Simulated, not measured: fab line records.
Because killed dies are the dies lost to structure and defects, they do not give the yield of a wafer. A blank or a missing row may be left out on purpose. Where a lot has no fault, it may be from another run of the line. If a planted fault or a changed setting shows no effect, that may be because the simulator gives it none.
Struck lot and sound lot, side by side | flow nand harc | 4 out of 1302 route steps
Sound: wafers L973.1, L973.2, L973.5. Wafers struck: L970.1, L970.3, L970.5. The cause is given at the end.
Each step with rows lists, per side, the tool, then ch with its chambers, then its first start. Under that, the readings that differ: sound wafers | struck wafers | difference of the means | sigmas: that difference in standard deviations of wafers without a fault.
alike: same words and numbers on both sides, and readings whose means sit less than 2 such deviations apart. not compared: any withheld reading, any reading some wafer has no value for, any bound like >300 that may hide the same value, and any number with overlapping values for which the record gives no deviation.
The two part at a step that has a row with sigmas, a row that says differs or no value, or rows on one side only. Numbers that don't overlap but have no deviation are shown without sigmas and don't part them. Lack of a reading on every wafer of one side parts them only where that side has two or more wafers.

NHARC_P_START_INSPECT_01:
  sound: defect inspect-01 at day 8 02:02; struck: defect inspect-02 at day 6 20:02
  alike: raw defect count
NHARC_P_ZERO_WELL_PRECLEAN_00: cleans in SPM, time 600 s.
  sound on wet bench-05 ch 0,1,5, day 8 02:07; struck on wet bench-03 ch 0,2,3, day 6 20:07
  no value came back on the struck wafers for bath guard temp C (C), bath heat duty pct (%), time s (s); on the sound wafers bath guard temp C (C) reads 120.6 120.1 119.0
then, 1 step without rows for these wafers: NHARC_P_ZERO_WELL_SRD_01.
NHARC_END_SORT_01:
  the record has rows for the sound wafers here (prober-02 ch 0, day 30 00:01) and none for the struck ones

WHERE THEY PART
Last at NHARC_END_SORT_01 as far as this record goes, first at NHARC_P_ZERO_WELL_PRECLEAN_00.

WHY: the cause the simulator had injected
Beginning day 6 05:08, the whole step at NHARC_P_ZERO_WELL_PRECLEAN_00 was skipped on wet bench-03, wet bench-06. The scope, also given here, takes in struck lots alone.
